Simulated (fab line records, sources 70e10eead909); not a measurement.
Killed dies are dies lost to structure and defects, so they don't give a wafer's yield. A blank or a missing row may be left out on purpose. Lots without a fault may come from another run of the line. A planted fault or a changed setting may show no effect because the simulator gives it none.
Chamber matching | flow nand_harc | NHARC_THIN_TSV_CMP_21 on cmp-03: 4 sister chambers
The step polishes, t overpolish 30 s, target thk 2000 nm. 8 wafers are shown with their chamber, then 6 later ones without.

WAFERS WITH THEIR CHAMBER
wafer  | chamber | motor_current_A (A) | overpolish_run_s (s)
L464.6 | 1       | 11.2                | 29.985
L466.2 | 0       | 12.9                | 29.989
L466.5 | 3       | 13.8                | 29.991
L468.5 | 2       | 13.4                | 29.997
L468.6 | 3       | 14.4                | 30.009
L471.2 | 0       | 13.1                | 30.002
L471.5 | 1       | 11.0                | 29.998
L471.6 | 2       | 13.2                | 30.008

WAFERS WITHOUT THEIR CHAMBER
wafer  | motor_current_A (A) | overpolish_run_s (s)
L470.1 | 13.6                | 29.992
L470.2 | 14.0                | 30.001
L470.4 | 14.2                | 30.004
L472.2 | 13.0                | 29.991
L472.3 | 13.3                | 29.999
L472.5 | 12.7                | 29.997

WHICH CHAMBER EACH WENT THROUGH
wafer  | from the rows above          | in truth
L470.1 | can't be placed: 2 or 3 or 0 | 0
L470.2 | 3                            | 3
L470.4 | 3                            | 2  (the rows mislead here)
L472.2 | can't be placed: 0 or 2      | 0
L472.3 | can't be placed: 2 or 0      | 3
L472.5 | can't be placed: 0 or 2      | 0
Placed correctly: 1 of 6. Can't be placed from these rows: 4 (the true chamber is among the candidates in 3). Placed wrongly: 1.
How it was worked out, from the rows above alone: a wafer's distance from a chamber is the root of the sum, over the readings, of the square of ((its reading less the chamber's mean) divided by the reading's scatter). The wafer belongs to the nearest chamber; if the next one is less than 2 further off, it can't be placed. A chamber's mean is the mean of its shown wafers. The scatter: the root of (the sum of the squares of (reading less its chamber's mean) over the shown wafers, divided by (wafers less chambers)).
